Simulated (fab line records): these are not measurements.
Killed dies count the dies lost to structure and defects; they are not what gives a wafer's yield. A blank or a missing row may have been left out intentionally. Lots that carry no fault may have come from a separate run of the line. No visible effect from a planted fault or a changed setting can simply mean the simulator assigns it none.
Matching of chambers | flow n5Finfet | N5_BEOL_M10_ALD_74 on aldMetal-04 has 4 sister chambers
The step deposits TaN, target thk 2 nm, pulse time 2 s, purge time 3 s. 14 wafers are shown with their chamber, then 7 later ones without.

## WAFERS, EACH WITH ITS CHAMBER
wafer  | chamber | heaterPowerW (W) | susceptorTempC (C) | precursorVesselPressureTorr (Torr)
L080.2 | 1       | 367              | 274.79             | 26.39
L080.4 | 1       | 377              | 275.03             | 26.30
L080.5 | 0       | 472              | 274.99             | 26.16
L083.2 | 1       | 371              | 274.89             | 26.23
L083.3 | 0       | 475              | 275.20             | 26.34
L083.6 | 1       | 363              | 274.97             | 26.31
L085.1 | 3       | 343              | 274.54             | 26.19
L085.4 | 2       | 422              | 274.62             | 26.27
L085.6 | 1       | 369              | 274.64             | 26.28
L084.1 | 1       | 375              | 275.00             | 26.24
L084.3 | 3       | 346              | 274.76             | 26.16
L084.4 | 2       | 412              | 274.92             | 26.29
L076.3 | 3       | 346              | 275.16             | 26.36
L076.4 | 3       | 342              | 274.83             | 26.32

SIGNATURES, as means of the wafers listed above
reading                     | chamber 0 | chamber 1 | chamber 2 | chamber 3 | scatter within a chamber
heaterPowerW                | 473.50    | 370.33    | 417.00    | 344.25    | 4.48
susceptorTempC              | 275.0950  | 274.8867  | 274.7700  | 274.8225  | 0.194
precursorVesselPressureTorr | 26.2500   | 26.2917   | 26.2800   | 26.2575   | 0.0785
Rule: for a wafer and a chamber, the distance is found by dividing, reading by reading, the gap between the wafer's reading and the chamber's mean by the reading's scatter, squaring, summing and taking the root. If the next closest chamber is less than 2 further off than the closest, the wafer can't be placed; otherwise it belongs to the closest. The scatter: take each reading less its chamber's mean, square it, sum over the shown wafers, divide by the number of wafers less the number of chambers, and take the root.

## WAFERS MISSING THEIR CHAMBER
wafer  | heaterPowerW (W) | susceptorTempC (C) | precursorVesselPressureTorr (Torr)
L076.6 | 423              | 274.74             | 26.30
L091.2 | 349              | 275.13             | 26.25
L091.5 | 480              | 274.69             | 26.23
L091.6 | 374              | 275.01             | 26.26
L088.2 | 467              | 274.80             | 26.20
L088.3 | 366              | 274.85             | 26.25
L088.6 | 403              | 275.10             | 26.34

## EACH ONE'S CHAMBER
wafer  | from the rows above | in truth
L076.6 | 2                   | 2
L091.2 | 3                   | 3
L091.5 | 0                   | 0
L091.6 | 1                   | 1
L088.2 | 0                   | 0
L088.3 | 1                   | 1
L088.6 | 2                   | 2
7 of 7 placed correctly. Number that these rows cannot place: 0. Number placed wrongly: 0.
